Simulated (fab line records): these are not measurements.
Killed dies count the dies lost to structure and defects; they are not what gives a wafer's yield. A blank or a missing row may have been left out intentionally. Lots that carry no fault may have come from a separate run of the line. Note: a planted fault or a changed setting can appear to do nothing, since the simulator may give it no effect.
Chamber matching || flow n5 finfet || rie diel-05 running N5_FIN_SAQP_ETCH_52: 4 sister chambers
The step etches SOC in N2/H2, target depth 100 nm, overetch 20 nm, time 150 s. 18 wafers are shown with their chamber, then 9 later ones without.

WAFERS PAIRED WITH THEIR CHAMBERS
{"wafer": "L077.3", "chamber": 0, "drypump motor current A (A)": 5.4, "showerhead plenum p Torr (Torr)": 2.53, "oes product au (a.u.)": 0.66}
{"wafer": "L077.5", "chamber": 3, "drypump motor current A (A)": 4.9, "showerhead plenum p Torr (Torr)": 2.40, "oes product au (a.u.)": 0.62}
{"wafer": "L077.6", "chamber": 2, "drypump motor current A (A)": 5.8, "showerhead plenum p Torr (Torr)": 2.36, "oes product au (a.u.)": 0.71}
{"wafer": "L078.1", "chamber": 3, "drypump motor current A (A)": 4.9, "showerhead plenum p Torr (Torr)": 2.40, "oes product au (a.u.)": 0.63}
{"wafer": "L078.5", "chamber": 3, "drypump motor current A (A)": 4.9, "showerhead plenum p Torr (Torr)": 2.40, "oes product au (a.u.)": 0.62}
{"wafer": "L078.6", "chamber": 2, "drypump motor current A (A)": 5.8, "showerhead plenum p Torr (Torr)": 2.36, "oes product au (a.u.)": 0.71}
{"wafer": "L079.4", "chamber": 0, "drypump motor current A (A)": 5.4, "showerhead plenum p Torr (Torr)": 2.53, "oes product au (a.u.)": 0.65}
{"wafer": "L079.5", "chamber": 2, "drypump motor current A (A)": 5.9, "showerhead plenum p Torr (Torr)": 2.36, "oes product au (a.u.)": 0.70}
{"wafer": "L079.6", "chamber": 1, "drypump motor current A (A)": 5.5, "showerhead plenum p Torr (Torr)": 2.61, "oes product au (a.u.)": 0.87}
{"wafer": "L081.2", "chamber": 3, "drypump motor current A (A)": 4.9, "showerhead plenum p Torr (Torr)": 2.72, "oes product au (a.u.)": 0.89}
{"wafer": "L081.4", "chamber": 0, "drypump motor current A (A)": 5.4, "showerhead plenum p Torr (Torr)": 2.52, "oes product au (a.u.)": 0.65}
{"wafer": "L081.5", "chamber": 2, "drypump motor current A (A)": 5.8, "showerhead plenum p Torr (Torr)": 2.36, "oes product au (a.u.)": 0.70}
{"wafer": "L082.1", "chamber": 3, "drypump motor current A (A)": 4.9, "showerhead plenum p Torr (Torr)": 2.72, "oes product au (a.u.)": 0.87}
{"wafer": "L082.2", "chamber": 1, "drypump motor current A (A)": 5.5, "showerhead plenum p Torr (Torr)": 2.61, "oes product au (a.u.)": 0.84}
{"wafer": "L082.4", "chamber": 0, "drypump motor current A (A)": 5.4, "showerhead plenum p Torr (Torr)": 2.52, "oes product au (a.u.)": 0.65}
{"wafer": "L084.4", "chamber": 3, "drypump motor current A (A)": 4.9, "showerhead plenum p Torr (Torr)": 2.72, "oes product au (a.u.)": 0.85}
{"wafer": "L084.5", "chamber": 0, "drypump motor current A (A)": 5.4, "showerhead plenum p Torr (Torr)": 2.52, "oes product au (a.u.)": 0.65}
{"wafer": "L084.6", "chamber": 1, "drypump motor current A (A)": 5.4, "showerhead plenum p Torr (Torr)": 2.60, "oes product au (a.u.)": 0.83}

SIGNATURES (averages over the wafers above)
{"reading": "drypump motor current A", "chamber 0": 5.400, "chamber 1": 5.467, "chamber 2": 5.825, "chamber 3": 4.900, "scatter within a chamber": 0.0318}
{"reading": "showerhead plenum p Torr", "chamber 0": 2.5240, "chamber 1": 2.6067, "chamber 2": 2.3600, "chamber 3": 2.5600, "scatter within a chamber": 0.105}
{"reading": "oes product au", "chamber 0": 0.6520, "chamber 1": 0.8467, "chamber 2": 0.7050, "chamber 3": 0.7467, "scatter within a chamber": 0.0816}
Rule: distance of a wafer from a chamber = root of the sum over the readings of ((wafer's reading minus chamber's mean) / reading's scatter) squared. The wafer belongs to the nearest chamber; if the next one is less than 2 further off, it can't be placed. The scatter: the root of (the sum of the squares of (reading less its chamber's mean) over the shown wafers, divided by (wafers less chambers)).

WAFERS WITH NO CHAMBER GIVEN
{"wafer": "L086.2", "drypump motor current A (A)": 5.9, "showerhead plenum p Torr (Torr)": 2.35, "oes product au (a.u.)": 0.68}
{"wafer": "L086.5", "drypump motor current A (A)": 4.9, "showerhead plenum p Torr (Torr)": 2.72, "oes product au (a.u.)": 0.84}
{"wafer": "L086.6", "drypump motor current A (A)": 5.4, "showerhead plenum p Torr (Torr)": 2.52, "oes product au (a.u.)": 0.64}
{"wafer": "L093.2", "drypump motor current A (A)": 4.9, "showerhead plenum p Torr (Torr)": 2.71, "oes product au (a.u.)": 0.80}
{"wafer": "L093.3", "drypump motor current A (A)": 5.5, "showerhead plenum p Torr (Torr)": 2.59, "oes product au (a.u.)": 0.80}
{"wafer": "L093.4", "drypump motor current A (A)": 5.4, "showerhead plenum p Torr (Torr)": 2.51, "oes product au (a.u.)": 0.64}
{"wafer": "L096.1", "drypump motor current A (A)": 4.9, "showerhead plenum p Torr (Torr)": 2.71, "oes product au (a.u.)": 0.80}
{"wafer": "L096.2", "drypump motor current A (A)": 5.4, "showerhead plenum p Torr (Torr)": 2.51, "oes product au (a.u.)": 0.63}
{"wafer": "L096.4", "drypump motor current A (A)": 5.5, "showerhead plenum p Torr (Torr)": 2.59, "oes product au (a.u.)": 0.79}

WHICH CHAMBER EACH ONE RAN IN
{"wafer": "L086.2", "from the rows above": 2, "in truth": 2}
{"wafer": "L086.5", "from the rows above": 3, "in truth": 3}
{"wafer": "L086.6", "from the rows above": 0, "in truth": 0}
{"wafer": "L093.2", "from the rows above": 3, "in truth": 3}
{"wafer": "L093.3", "from the rows above": 1, "in truth": 1}
{"wafer": "L093.4", "from the rows above": 0, "in truth": 0}
{"wafer": "L096.1", "from the rows above": 3, "in truth": 3}
{"wafer": "L096.2", "from the rows above": 0, "in truth": 0}
{"wafer": "L096.4", "from the rows above": 1, "in truth": 1}
Correct placement for 9 of the 9. From these rows, 0 cannot be placed. Wrongly placed: 0.
